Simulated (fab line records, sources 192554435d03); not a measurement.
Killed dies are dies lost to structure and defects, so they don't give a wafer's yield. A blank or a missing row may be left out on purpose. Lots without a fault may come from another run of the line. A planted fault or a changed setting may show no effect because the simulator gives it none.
fab line records | flow n5_finfet
record lots=24 wafers=72 last_day=20
route steps=1938 shown BEOL_M11@1580 BEOL_M12@1618 BEOL_M13@1672
lots that met no fault: from a run of the same line without faults
start_h: hours from the record's first day to the start of the lot's first wafer shown | wait_h: hours since the lot's step before | " the same as in the row above | L1.1+2: a row that stands for several wafers | - no value, or no start given | * or withheld: withheld | < > ~ a bound
route shown NAME@n: a module of which the file shows steps, and the number in the route of the first | usual: mean/standard deviation of fault-free wafers | same: alike in all rows | chamber/n: place in a boat | sites: the reading at each site | _std_site: their standard deviation | _edge_site: outer sites' mean less inner sites' | radius_mm: how far each site lies from the wafer's centre | mask NAME#n: copy n | behind: the tool/chamber that last shaped the wafer | hold: why the lot was held/for how many hours/how that ended | device: the transistor (n, p or np) that didn't switch | end of line: the same wafers' tests at the end of the route | a step without rows: its recipe alone | killed: dies lost to structure and defects at the first sort, not the wafer's yield | map: a wafer's dies, x killed, . not, _ none there
set.NAME: the setting as run; set.NAME@STEP: as run at that earlier step | model.NAME: the simulator's own value behind a step, which no gauge read
steps of the route over a sample of lots; a table a step, a row a wafer
services: from which hour (start_h, from the record's first day; less than 0 if before it) a tool's chamber was out of use, for how many hours, and why
## steps
# step N5_BEOL_M11_STRIP_77
# recipe chemistry=N2/H2 time_s=10 power_w=450 temp_c=40 pressure_mtorr=20 rf_frequency_hz=6e+07 bias_power_w=7 n2_flow_sccm=200 h2_flow_sccm=200
# usual drypump_motor_current_A=5.6/0.44 n2_flow_sccm=199.9/0.55 oes_product_au=0.80/0.079 rf_vpp_V=59.0/0.9 showerhead_plenum_p_Torr=2.51/0.09 throttle_valve_pct=23.71/0.28
# same time_s=10
# columns lot.wafer tool chamber start_h wait_h drypump_motor_current_A n2_flow_sccm oes_product_au rf_hours_counter_h rf_vpp_V showerhead_plenum_p_Torr throttle_valve_pct
L076.3 rie_diel-05 2 - - 5.5 200.1 0.74 167 58.5 2.41 23.40
L076.4 " 0 " " 4.7 200.8 0.69 - 58.3 2.64 23.87
L076.5 " 1 " " 5.9 200.7 0.85 - 61.4 2.68 24.14
L078.1 rie_diel-05 3 - - 4.9 199.7 0.83 68 58.7 2.46 23.70
L078.3 " 2 " " 5.5 200.3 0.74 172 58.5 2.41 23.41
L078.5 " 2 " " 5.5 200.0 0.74 - 59.3 2.41 23.42
L074.2 rie_diel-05 2 - - 5.5 199.7 0.73 173 59.2 2.41 23.42
L074.3 " 3 " " 5.0 200.0 0.83 69 58.7 2.46 23.71
L074.4 " 0 " " 4.7 200.8 0.68 228 58.9 2.63 23.89
L077.3 rie_diel-04 1 - - 5.8 200.2 0.82 94 57.8 2.46 23.91
L077.4 " 2 " " 5.5 200.1 0.75 - 57.7 2.42 23.22
L077.5 " 1 " " 5.7 200.2 0.82 - 58.2 2.46 23.91
L079.3 rie_diel-05 1 - - 5.9 199.6 0.84 87 59.8 2.67 24.17
L079.4 " 3 " " 5.0 198.9 0.82 71 59.6 2.46 23.72
L079.6 " 3 " " 5.0 198.7 0.83 - 59.3 2.46 23.71
L080.2 rie_diel-04 2 - - 5.5 199.7 0.74 166 58.0 2.42 23.22
L080.4 " 3 " " 5.8 199.1 0.68 - 59.7 2.50 23.96
L080.6 " 1 " " 5.7 199.6 0.81 - 60.3 2.46 23.89
L075.1 rie_diel-04 0 - - 5.8 200.3 0.98 1 59.6 2.51 23.79
L075.4 " 0 " " 5.8 200.3 0.97 - 59.5 2.51 23.81
L075.5 " 2 " " 5.5 201.3 0.74 - 59.8 2.42 23.22
L081.2 rie_diel-05 2 - - 5.5 199.5 0.74 180 60.6 2.40 23.42
L081.3 " 3 " " 5.0 200.0 0.82 76 59.2 2.45 23.70
L081.5 " 3 " " 5.0 199.6 0.81 - 59.0 2.45 23.71
L083.1 rie_diel-01 0 - - 6.2 200.5 0.89 28 59.4 2.61 24.00
L083.2 " 2 " " 5.1 201.2 0.81 81 58.2 2.58 23.54
L083.6 " 1 " " 6.1 199.9 0.69 - 58.4 2.60 23.76
L082.1 rie_diel-05 3 - - 5.0 200.5 0.81 80 59.2 2.45 23.71
L082.4 " 0 " " 4.7 200.4 0.68 240 57.6 2.63 23.91
L082.6 " 2 " " 5.5 200.1 0.73 - 58.3 2.40 23.41
L086.2 rie_diel-04 0 - - 5.8 200.7 0.92 16 59.7 2.50 23.84
L086.3 " 3 " " 5.9 200.9 0.96 5 59.4 2.50 23.70
L086.4 " 2 " " 5.5 200.2 0.73 183 58.1 2.41 23.25
L084.2 rie_diel-05 2 - - 5.5 198.9 0.73 190 57.9 2.40 23.44
L084.4 " 0 " " 4.8 200.1 0.67 246 58.9 2.63 23.91
L084.5 " 1 " " 5.9 199.1 0.82 - 59.5 2.67 24.18
L085.1 rie_diel-01 3 - - 6.3 199.2 0.83 81 59.7 2.45 23.41
L085.3 " 2 " " 5.1 199.4 0.78 92 59.4 2.57 23.56
L085.6 " 2 " " 5.2 199.8 0.79 - 58.1 2.57 23.54
L087.3 rie_diel-01 0 - - 6.2 200.3 0.86 40 57.0 2.60 24.02
L087.4 " 2 " " 5.1 198.8 0.80 - 59.2 2.57 23.58
L087.5 " 3 " " 6.3 199.2 0.83 - 57.8 2.45 23.43
L088.3 rie_diel-05 2 - - 5.5 199.2 0.72 197 57.8 2.40 23.46
L088.5 " 1 " " 5.9 200.0 0.81 - 57.8 2.67 24.21
L088.6 " 3 " " 5.0 199.2 0.80 - 58.6 2.45 23.73
L089.1 rie_diel-04 0 - - 5.8 200.5 0.89 25 59.2 2.50 23.84
L089.3 " 1 " " 5.7 200.4 0.79 122 58.7 2.44 23.93
L089.4 " 2 " " 5.5 200.2 0.73 191 61.0 2.41 23.26
L091.3 rie_diel-04 2 - - 5.5 200.8 0.72 192 58.0 2.41 23.26
L091.4 " 0 " " 5.8 200.1 0.88 26 59.6 2.50 23.84
L091.5 " 0 " " 5.8 199.8 0.88 - 59.2 2.50 23.84
L094.2 rie_diel-01 1 - - 6.1 200.3 0.98 4 59.8 2.59 23.38
L094.3 " 0 " " 6.1 199.8 0.85 49 60.5 2.60 24.02
L094.6 " 3 " " 6.4 199.2 0.83 - 59.4 2.45 23.44
L090.1 rie_diel-01 3 - - 6.3 200.2 0.82 91 58.7 2.45 23.44
L090.2 " 1 " " 6.1 201.2 0.97 5 60.9 2.59 23.38
L090.6 " 2 " " 5.1 198.7 0.79 - 59.5 2.57 23.58
L092.1 rie_diel-05 0 - - 4.7 199.7 1.01 1 58.9 2.62 23.55
L092.3 " 2 " " 5.5 199.7 0.71 203 57.8 2.39 23.44
L092.6 " 1 " " 5.9 200.5 0.80 - 59.5 2.66 24.19
L093.3 rie_diel-04 3 - - 5.9 199.5 0.92 19 58.2 2.50 23.71
L093.5 " 0 " " 5.8 199.4 0.88 - 59.4 2.49 23.84
L093.6 " 3 " " 5.9 200.0 0.92 - 60.5 2.50 23.72
L095.1 rie_diel-04 2 - - 5.5 200.2 0.72 202 58.0 2.40 23.26
L095.2 " 1 " " 5.8 199.5 0.78 137 59.3 2.44 23.96
L095.3 " 3 " " 5.9 199.9 0.90 29 58.7 2.49 23.73
L096.1 rie_diel-04 2 - - 5.5 199.4 0.72 202 58.8 2.40 23.27
L096.2 " 1 " " 5.7 200.0 0.77 137 60.1 2.44 23.96
L096.4 " 3 " " 5.8 200.0 0.90 - 59.0 2.49 23.73
L097.3 rie_diel-04 1 - - 5.8 200.9 0.78 144 59.3 2.44 23.96
L097.5 " 1 " " 5.7 199.3 0.77 - 58.8 2.44 23.98
L097.6 " 0 " " 5.8 200.4 0.87 - 58.5 2.49 23.87
# step N5_BEOL_M11_PRE_CLEAN_45
# recipe gas=H2/He time_s=30 temp_c=250
# usual heater_power_w=333/44
# same time_s=30
# columns lot.wafer tool chamber start_h wait_h heater_power_w
L076.3 pvd_sputter-01 - 269.82 0.0 322
L076.4 " - " " 294
L076.5 " - " " 323
L078.1 pvd_sputter-03 - 282.77 0.0 336
L078.3 " - " " 321
L078.5 " - " " 434
L074.2 pvd_sputter-03 - 287.01 0.0 275
L074.3 " - " " 321
L074.4 " - " " 341
L077.3 pvd_sputter-01 - 291.26 0.0 321
L077.4 " - " " 358
L077.5 " - " " 289
L079.3 pvd_sputter-03 - 293.78 0.0 427
L079.4 " - " " 305
L079.6 " - " " 321
L080.2 pvd_sputter-03 - 293.94 0.0 338
L080.4 " - " " 319
L080.6 " - " " 312
L075.1 pvd_sputter-03 - 300.50 0.0 282
L075.4 " - " " 342
L075.5 " - " " 281
L081.2 pvd_sputter-03 - 312.10 0.0 347
L081.3 " - " " 281
L081.5 " - " " 432
L083.1 pvd_sputter-01 - 318.15 0.0 352
L083.2 " - " " 314
L083.6 " - " " 326
L082.1 pvd_sputter-02 - 325.60 0.0 302
L082.4 " - " " 301
L082.6 " - " " 357
L086.2 pvd_sputter-03 - 343.16 0.0 286
L086.3 " - " " 425
L086.4 " - " " 330
L084.2 pvd_sputter-03 - 349.75 0.0 284
L084.4 " - " " 342
L084.5 " - " " 316
L087.3 pvd_sputter-02 - 353.80 0.0 437
L087.4 " - " " 302
L087.5 " - " " 320
L085.1 pvd_sputter-02 - 354.05 0.0 321
L085.3 " - " " 358
L085.6 " - " " 427
L088.3 pvd_sputter-01 - 370.43 0.0 328
L088.5 " - " " 295
L088.6 " - " " 307
L089.1 pvd_sputter-01 - 370.75 0.0 315
L089.3 " - " " 323
L089.4 " - " " 351
L091.3 pvd_sputter-01 - 371.97 0.0 318
L091.4 " - " " 293
L091.5 " - " " 353
L094.2 pvd_sputter-01 - 374.35 0.0 321
L094.3 " - " " 345
L094.6 " - " " 320
L090.1 pvd_sputter-03 - 378.13 0.0 323
L090.2 " - " " 340
L090.6 " - " " 429
L092.1 pvd_sputter-03 - 383.98 0.0 431
L092.3 " - " " 273
L092.6 " - " " 343
L093.3 pvd_sputter-01 - 388.82 0.0 320
L093.5 " - " " 355
L093.6 " - " " 322
L095.1 pvd_sputter-01 - 417.62 0.0 289
L095.2 " - " " 316
L095.3 " - " " 343
L096.1 pvd_sputter-02 - 418.67 0.0 351
L096.2 " - " " 320
L096.4 " - " " 428
L097.3 pvd_sputter-02 - 438.55 0.0 321
L097.5 " - " " 353
L097.6 " - " " 324
# step N5_BEOL_M11_ALD_74
# recipe material=TaN target_thk_a=20 temp_c=275 ald_precursor_family=PDMAT ald_co_reactant=NH3 pressure_torr=3 carrier_flow_sccm=1500 pulse_time_s=2 purge_time_s=3 co_reactant_purge_time_s=2 co_reactant_pulse_time_s=3 ald_cycles=40 precursor_vessel_temp_c=75 precursor_vessel_pressure_torr=26.25 precursor_vessel_carrier_sccm=1000
# usual heater_power_w=421/51
# same purge_time_s=3
# columns lot.wafer tool chamber start_h wait_h heater_power_w
L076.3 ald_metal-02 3 269.89 0.1 430
L076.4 " 0 " " 506
L076.5 " 1 " " 391
L078.1 ald_metal-04 1 282.83 0.0 383
L078.3 " 2 " " 379
L078.5 " 3 " " 430
L074.2 ald_metal-03 0 287.08 0.0 417
L074.3 " 1 " " 456
L074.4 " 2 " " 327
L077.3 ald_metal-04 1 291.43 0.2 394
L077.4 " 3 " " 415
L077.5 " 3 " " 426
L079.3 ald_metal-03 0 293.84 0.0 420
L079.4 " 3 " " 463
L079.6 " 2 " " 331
L080.2 ald_metal-02 1 294.00 0.0 388
L080.4 " 2 " " 394
L080.6 " 1 " " 382
L075.1 ald_metal-02 1 300.56 0.0 386
L075.4 " 2 " " 412
L075.5 " 3 " " 442
L081.2 ald_metal-02 0 312.20 0.1 500
L081.3 " 3 " " 436
L081.5 " 0 " " 507
L083.1 ald_metal-02 0 318.21 0.0 510
L083.2 " 2 " " 386
L083.6 " 3 " " 430
L082.1 ald_metal-02 2 325.70 0.1 405
L082.4 " 0 " " 502
L082.6 " 1 " " 388
L086.2 ald_metal-03 3 343.22 0.0 476
L086.3 " 1 " " 473
L086.4 " 2 " " 323
L084.2 ald_metal-03 1 349.81 0.0 466
L084.4 " 3 " " 462
L084.5 " 0 " " 414
L087.3 ald_metal-04 3 353.86 0.0 426
L087.4 " 1 " " 400
L087.5 " 1 " " 392
L085.1 ald_metal-03 1 354.11 0.0 469
L085.3 " 0 " " 406
L085.6 " 0 " " 412
L088.3 ald_metal-04 1 370.51 0.1 400
L088.5 " 1 " " 389
L088.6 " 0 " " 489
L089.1 ald_metal-03 0 370.93 0.2 411
L089.3 " 2 " " 330
L089.4 " 0 " " 396
L091.3 ald_metal-02 1 372.05 0.1 383
L091.4 " 0 " " 503
L091.5 " 1 " " 381
L094.2 ald_metal-03 0 374.53 0.2 412
L094.3 " 3 " " 466
L094.6 " 2 " " 331
L090.1 ald_metal-03 2 378.20 0.0 333
L090.2 " 0 " " 420
L090.6 " 2 " " 329
L092.1 ald_metal-04 3 384.04 0.0 422
L092.3 " 0 " " 483
L092.6 " 1 " " 389
L093.3 ald_metal-02 0 388.90 0.1 505
L093.5 " 2 " " 393
L093.6 " 1 " " 380
L095.1 ald_metal-03 0 417.78 0.1 400
L095.2 " 2 " " 330
L095.3 " 3 " " 474
L096.1 ald_metal-03 3 418.73 0.0 461
L096.2 " 2 " " 318
L096.4 " 1 " " 463
L097.3 ald_metal-02 0 438.74 0.2 496
L097.5 " 2 " " 409
L097.6 " 3 " " 433
# step N5_BEOL_M12_STRIP_63
# recipe chemistry=N2/H2 power_w=1000 temp_c=250 h2_frac=0.65 overash_fraction=0.3 pressure_mtorr=1000 n2_flow_sccm=1750 h2_flow_sccm=3250
# usual drypump_motor_current_A=5.84/0.064 heater_power_w=318/31 n2_flow_sccm=1750/4.6 oes_product_au=0.693/0.0046 strip_time_to_endpoint_s=42.6/0.89
# same overash_fraction=0.3
# columns lot.wafer tool chamber start_h wait_h drypump_motor_current_A heater_power_w n2_flow_sccm oes_product_au rf_hours_counter_h strip_time_to_endpoint_s
L076.3 plasma_asher-02 1 272.45 - 5.81 269 1749 0.696 - 41.6
L076.4 " 0 " " 5.80 327 1756 0.690 - 40.6
L076.5 " 1 " " 5.81 268 1754 0.690 - 41.4
L078.1 plasma_asher-02 1 294.91 - 5.80 272 1743 0.695 130 42.2
L078.3 " 1 " " 5.80 272 1757 0.687 - 42.6
L078.5 " 1 " " 5.80 266 1750 0.708 - 41.4
L074.2 plasma_asher-02 1 295.13 - 5.82 264 1759 0.697 131 42.3
L074.3 " 1 " " 5.84 272 1753 0.690 - 44.5
L074.4 " 0 " " 5.79 330 1745 0.699 - 43.5
L077.3 plasma_asher-01 1 295.17 - 5.83 346 1753 0.694 - 42.2
L077.4 " 0 " " 5.95 312 1745 0.694 - 41.6
L077.5 " 0 " " 5.91 312 1747 0.695 - 42.0
L080.2 plasma_asher-01 0 297.48 - 5.94 312 1749 0.692 81 42.1
L080.4 " 1 " " 5.90 351 1753 0.691 - 41.2
L080.6 " 1 " " 5.88 343 1752 0.693 - 41.7
L079.3 plasma_asher-02 1 297.49 - 5.82 265 1753 0.698 - 43.7
L079.4 " 0 " " 5.82 331 1750 0.696 - 42.0
L079.6 " 0 " " 5.73 327 1753 0.696 - 41.6
L075.1 plasma_asher-01 1 304.56 - 5.84 357 1750 0.688 83 43.5
L075.4 " 0 " " 5.91 310 1752 0.686 - 42.1
L075.5 " 1 " " 5.85 352 1756 0.697 - 42.3
L081.2 plasma_asher-02 1 314.63 - 5.82 271 1756 0.694 135 43.7
L081.3 " 0 " " 5.75 328 1754 0.688 - 43.4
L081.5 " 1 " " 5.79 270 1751 0.688 - 41.8
L083.1 plasma_asher-01 0 321.11 - 5.94 313 1756 0.693 86 42.5
L083.2 " 1 " " 5.84 356 1743 0.699 86 41.8
L083.6 " 1 " " 5.75 349 1749 0.687 - 41.0
L082.1 plasma_asher-02 0 329.28 - 5.79 327 1757 0.693 138 43.8
L082.4 " 0 " " 5.81 322 1743 0.693 - 42.8
L082.6 " 0 " " 5.77 328 1746 0.693 - 43.1
L086.2 plasma_asher-02 1 346.59 - 5.79 266 1744 0.693 140 41.7
L086.3 " 0 " " 5.76 331 1751 0.699 - 42.4
L086.4 " 1 " " 5.78 269 1749 0.698 - 41.6
L084.2 plasma_asher-01 0 352.73 - 5.93 305 1748 0.687 91 43.4
L084.4 " 1 " " 5.81 349 1755 0.691 - 42.1
L084.5 " 1 " " 5.82 354 1759 0.700 - 41.5
L087.3 plasma_asher-02 1 356.72 - 5.79 273 1749 0.692 - 43.4
L087.4 " 0 " " 5.76 331 1758 0.690 - 42.6
L087.5 " 1 " " 5.78 264 1753 0.685 - 43.0
L085.1 plasma_asher-01 0 357.12 - 5.95 314 1756 0.693 92 43.1
L085.3 " 0 " " 5.95 306 1756 0.689 - 42.9
L085.6 " 0 " " 5.93 309 1752 0.689 - 43.2
L088.3 plasma_asher-01 0 373.71 - 5.86 308 1751 0.694 - 43.9
L088.5 " 0 " " 5.87 313 1746 0.686 - 43.6
L088.6 " 1 " " 5.85 370 1756 0.701 - 45.2
L089.1 plasma_asher-01 0 374.07 - 5.98 311 1747 0.699 97 43.8
L089.3 " 0 " " 5.93 312 1745 0.688 - 43.3
L089.4 " 1 " " 5.86 341 1747 0.691 - 41.9
L091.3 plasma_asher-01 0 374.51 - 5.91 306 1745 0.686 - 43.0
L091.4 " 1 " " 5.85 357 1745 0.694 - 42.3
L091.5 " 0 " " 5.94 312 1749 0.696 - 42.6
L094.2 plasma_asher-02 0 377.12 - 5.76 327 1751 0.688 146 43.2
L094.3 " 0 " " 5.81 339 1755 0.686 - 41.5
L094.6 " 0 " " 5.77 331 1750 0.695 - 41.2
L090.1 plasma_asher-02 1 381.11 - 5.81 270 1748 0.694 147 43.3
L090.2 " 0 " " 5.80 328 1755 0.688 147 42.6
L090.6 " 1 " " 5.80 268 1748 0.699 - 43.0
L092.1 plasma_asher-01 1 386.71 - 5.83 365 1746 0.688 99 43.2
L092.3 " 0 " " 5.91 303 1754 0.687 - 43.7
L092.6 " 1 " " 5.83 352 1749 0.690 - 42.4
L093.3 plasma_asher-01 0 392.05 - 5.96 299 1746 0.688 - 42.5
L093.5 " 0 " " 5.95 307 1749 0.698 - 42.4
L093.6 " 1 " " 5.83 351 1752 0.700 - 42.3
L095.1 plasma_asher-01 1 420.56 - 5.84 361 1753 0.693 106 43.7
L095.2 " 0 " " 5.94 309 1748 0.688 106 42.7
L095.3 " 0 " " 5.90 308 1751 0.691 - 42.8
L096.1 plasma_asher-01 1 421.30 - 5.88 357 1745 0.687 106 42.8
L096.2 " 0 " " 5.91 315 1754 0.686 106 41.5
L096.4 " 0 " " 5.95 310 1755 0.699 - 41.8
L097.3 plasma_asher-01 0 441.41 - 5.90 316 1744 0.691 - 43.3
L097.5 " 1 " " 5.85 346 1738 0.693 - 42.8
L097.6 " 0 " " 5.89 313 1740 0.700 - 41.9
# step N5_BEOL_M12_INSPECT_30
# recipe mode=adi inspect_instrument=macro
# usual raw_defect_count=2.0/1.3
# columns lot.wafer tool chamber start_h wait_h raw_defect_count
L076.3 defect_inspect-01 - 273.02 0.0 2
L076.4 " - " " 0
L076.5 " - " " 2
L078.1 defect_inspect-01 - 295.62 0.0 4
L078.3 " - " " 1
L078.5 " - " " 3
L074.2 defect_inspect-02 - 295.72 0.0 2
L074.3 " - " " 5
L074.4 " - " " 3
L077.3 defect_inspect-01 - 295.75 0.0 2
L077.4 " - " " 4
L077.5 " - " " 2
L079.3 defect_inspect-02 - 298.12 0.0 2
L079.4 " - " " 3
L079.6 " - " " 1
L080.2 defect_inspect-01 - 298.15 0.0 0
L080.4 " - " " 3
L080.6 " - " " 0
L075.1 defect_inspect-02 - 305.15 0.0 3
L075.4 " - " " 3
L075.5 " - " " 3
L081.2 defect_inspect-01 - 315.35 0.0 3
L081.3 " - " " 3
L081.5 " - " " 6
L083.1 defect_inspect-01 - 321.82 0.0 1
L083.2 " - " " 1
L083.6 " - " " 5
L082.1 defect_inspect-01 - 329.87 0.0 1
L082.4 " - " " 2
L082.6 " - " " 1
L086.2 defect_inspect-02 - 347.31 0.0 2
L086.3 " - " " 1
L086.4 " - " " 3
L084.2 defect_inspect-01 - 353.45 0.0 1
L084.4 " - " " 2
L084.5 " - " " 5
L087.3 defect_inspect-01 - 357.29 0.0 2
L087.4 " - " " 5
L087.5 " - " " 1
L085.1 defect_inspect-02 - 357.75 0.0 1
L085.3 " - " " 3
L085.6 " - " " 5
L088.3 defect_inspect-01 - 374.40 0.0 2
L088.5 " - " " 2
L088.6 " - " " 1
L089.1 defect_inspect-01 - 374.67 0.0 3
L089.3 " - " " 1
L089.4 " - " " 2
L091.3 defect_inspect-01 - 375.20 0.0 1
L091.4 " - " " 1
L091.5 " - " " 2
L094.2 defect_inspect-01 - 377.71 0.0 2
L094.3 " - " " 1
L094.6 " - " " 0
L090.1 defect_inspect-02 - 381.70 0.0 3
L090.2 " - " " 2
L090.6 " - " " 0
L092.1 defect_inspect-02 - 387.30 0.0 3
L092.3 " - " " 1
L092.6 " - " " 1
L093.3 defect_inspect-02 - 392.62 0.0 2
L093.5 " - " " 2
L093.6 " - " " 0
L095.1 defect_inspect-02 - 421.27 0.0 2
L095.2 " - " " 2
L095.3 " - " " 1
L096.1 defect_inspect-01 - 421.90 0.0 3
L096.2 " - " " 1
L096.4 " - " " 1
L097.3 defect_inspect-02 - 441.98 0.0 1
L097.5 " - " " 1
L097.6 " - " " 1
# step N5_BEOL_M13_DESCUM_15
# recipe chemistry=O2 time_s=7.9 source_power_w=50 bias_power_w=20 pressure_mtorr=20 rf_frequency_hz=2.712e+07 temp_c=40 o2_flow_sccm=225
# usual drypump_motor_current_A=5.7/0.41 oes_product_au=0.82/0.085 rf_vpp_V=242.8/1.3 showerhead_plenum_p_Torr=2.07/0.069 throttle_valve_pct=20.47/0.2
# same time_s=7.9
# columns lot.wafer tool chamber start_h wait_h drypump_motor_current_A oes_product_au rf_hours_counter_h rf_vpp_V showerhead_plenum_p_Torr throttle_valve_pct
L076.3 rie_diel-04 3 278.34 0.1 5.8 0.68 246 242.5 2.07 20.86
L076.4 " 3 " " 5.8 0.69 - 242.8 2.07 20.86
L076.5 " 1 " " 5.7 0.81 - 242.7 2.04 20.60
L078.1 rie_diel-01 3 302.36 0.0 6.4 0.85 66 242.2 2.01 20.28
L078.3 " 1 " " 6.2 0.69 238 244.6 2.17 20.62
L078.5 " 2 " " 5.1 0.80 - 244.2 2.13 20.32
L074.2 rie_diel-04 0 303.03 0.0 5.8 0.96 2 242.9 2.04 20.30
L074.3 " 2 " " 5.5 0.74 170 241.6 1.98 20.21
L074.4 " 1 " " 5.7 0.82 - 242.8 2.03 20.61
L077.3 rie_diel-05 0 303.84 0.0 4.7 0.69 233 245.0 2.16 20.75
L077.4 " 2 " " 5.5 0.73 178 242.4 2.02 20.70
L077.5 " 0 " " 4.7 0.69 - 243.7 2.16 20.74
L079.3 rie_diel-04 2 303.98 0.1 5.5 0.74 171 242.6 1.98 20.19
L079.4 " 0 " " 5.8 0.97 - 242.7 2.04 20.28
L079.6 " 2 " " 5.5 0.74 - 241.9 1.98 20.21
L080.2 rie_diel-01 3 306.74 0.0 6.3 0.84 67 241.7 2.01 20.27
L080.4 " 2 " " 5.1 0.81 78 245.4 2.13 20.35
L080.6 " 2 " " 5.1 0.81 - 242.7 2.13 20.32
L075.1 rie_diel-05 2 319.04 0.0 5.5 0.74 182 241.8 2.02 20.72
L075.4 " 0 " " 4.7 0.69 238 243.5 2.16 20.76
L075.5 " 3 " " 5.0 0.83 - 242.2 2.01 20.24
L081.2 rie_diel-01 3 319.68 0.1 6.3 0.85 72 242.7 2.01 20.28
L081.3 " 2 " " 5.1 0.81 82 243.0 2.13 20.33
L081.5 " 1 " " 6.2 0.68 - 243.8 2.17 20.62
L083.1 rie_diel-04 2 328.39 0.0 5.5 0.73 179 242.3 1.98 20.22
L083.2 " 0 " " 5.8 0.94 11 242.8 2.04 20.31
L083.6 " 0 " " 5.8 0.92 - 242.0 2.04 20.31
L082.1 rie_diel-05 1 338.36 0.0 5.9 0.83 99 245.3 2.21 20.81
L082.4 " 0 " " 4.7 0.68 243 244.2 2.16 20.77
L082.6 " 0 " " 4.7 0.68 - 243.9 2.16 20.78
L086.2 rie_diel-04 3 352.61 0.0 5.8 0.95 8 241.4 2.07 20.56
L086.3 " 1 " " 5.7 0.79 117 241.1 2.03 20.64
L086.4 " 0 " " 5.8 0.90 20 243.5 2.04 20.32
L084.2 rie_diel-04 3 357.24 0.0 5.9 0.94 9 243.3 2.07 20.57
L084.4 " 0 " " 5.8 0.89 21 241.4 2.04 20.31
L084.5 " 2 " " 5.5 0.71 - 240.4 1.98 20.21
L087.3 rie_diel-04 2 360.17 0.0 5.5 0.72 189 243.1 1.98 20.23
L087.4 " 0 " " 5.8 0.89 22 242.7 2.04 20.32
L087.5 " 0 " " 5.8 0.90 - 242.7 2.04 20.31
L085.1 rie_diel-04 1 364.02 0.0 5.7 0.79 120 242.9 2.03 20.67
L085.3 " 0 " " 5.8 0.90 23 242.0 2.04 20.30
L085.6 " 0 " " 5.8 0.90 - 243.0 2.04 20.34
L088.3 rie_diel-04 0 377.82 0.0 5.8 0.88 28 242.5 2.04 20.34
L088.5 " 3 " " 5.9 0.93 - 243.6 2.06 20.58
L088.6 " 0 " " 5.8 0.89 - 242.2 2.04 20.32
L089.1 rie_diel-05 1 379.09 0.0 5.9 0.82 113 245.1 2.21 20.82
L089.3 " 2 " " 5.5 0.72 - 243.1 2.01 20.73
L089.4 " 1 " " 5.9 0.82 - 244.4 2.21 20.81
L091.3 rie_diel-01 1 380.65 0.3 6.2 0.97 6 245.5 2.17 20.21
L091.4 " 1 " " 6.2 0.98 - 244.5 2.17 20.21
L091.5 " 2 " " 5.1 0.79 - 243.8 2.12 20.37
L094.2 rie_diel-04 0 381.20 0.0 5.8 0.88 29 241.7 2.04 20.34
L094.3 " 2 " " 5.5 0.72 195 241.4 1.97 20.25
L094.6 " 1 " " 5.7 0.79 - 241.0 2.02 20.64
L090.1 rie_diel-04 1 390.48 0.1 5.8 0.79 128 242.5 2.02 20.63
L090.2 " 0 " " 5.8 0.87 32 240.8 2.03 20.33
L090.6 " 0 " " 5.8 0.89 - 243.5 2.03 20.34
L092.1 rie_diel-01 2 391.39 0.0 5.1 0.78 107 243.1 2.12 20.38
L092.3 " 0 " " 6.1 0.84 52 243.2 2.11 20.50
L092.6 " 1 " " 6.2 0.95 - 242.5 2.16 20.24
L093.3 rie_diel-01 2 398.06 0.0 5.1 0.78 109 244.4 2.12 20.38
L093.5 " 2 " " 5.1 0.78 - 244.3 2.12 20.38
L093.6 " 3 " " 6.4 0.81 - 239.3 2.00 20.32
L095.1 rie_diel-05 2 425.72 0.0 5.5 0.70 217 241.1 2.01 20.75
L095.2 " 1 " " 5.9 0.80 130 246.0 2.20 20.84
L095.3 " 3 " " 5.0 0.78 106 242.0 2.00 20.28
L096.1 rie_diel-04 2 427.39 0.1 5.5 0.71 206 240.5 1.97 20.27
L096.2 " 3 " " 5.8 0.90 33 243.7 2.06 20.59
L096.4 " 1 " " 5.7 0.77 141 241.5 2.02 20.67
L097.3 rie_diel-01 1 449.28 0.0 6.1 0.92 25 244.7 2.16 20.24
L097.5 " 1 " " 6.2 0.92 - 243.0 2.16 20.26
L097.6 " 0 " " 6.1 0.82 - 243.3 2.11 20.51
## services
# columns tool chamber start_h hours kind
rie_diel-01 2 252.91 26.0 repair
rie_diel-01 - 253.32 6.4 repair
rie_diel-04 0 277.96 - clean
rie_diel-04 0 277.96 - consumable_replace:focus_ring
rie_diel-04 0 277.96 19.5 scheduled_down
rie_diel-04 0 277.96 19.5 vent_cycle
ald_metal-03 - 280.48 0.8 repair
ald_metal-02 - 299.15 0.8 repair
rie_diel-01 0 301.70 3.2 repair
ald_metal-02 2 336.92 11.1 repair
plasma_asher-01 - 341.28 3.9 repair
ald_metal-03 1 356.26 53.9 repair
pvd_sputter-01 - 376.86 2.8 repair
rie_diel-01 0 378.42 9.6 repair
rie_diel-05 3 378.97 14.3 repair
rie_diel-05 0 379.15 1.6 repair
ald_metal-03 3 392.43 2.3 repair
rie_diel-04 0 399.11 26.0 repair
rie_diel-04 2 402.36 8.4 repair
ald_metal-04 0 409.65 7.3 repair
ald_metal-04 - 411.22 28.1 pm
ald_metal-02 2 429.50 3.8 repair
rie_diel-05 3 430.73 9.2 repair
pvd_sputter-03 - 434.03 2.5 repair
## key
fault none
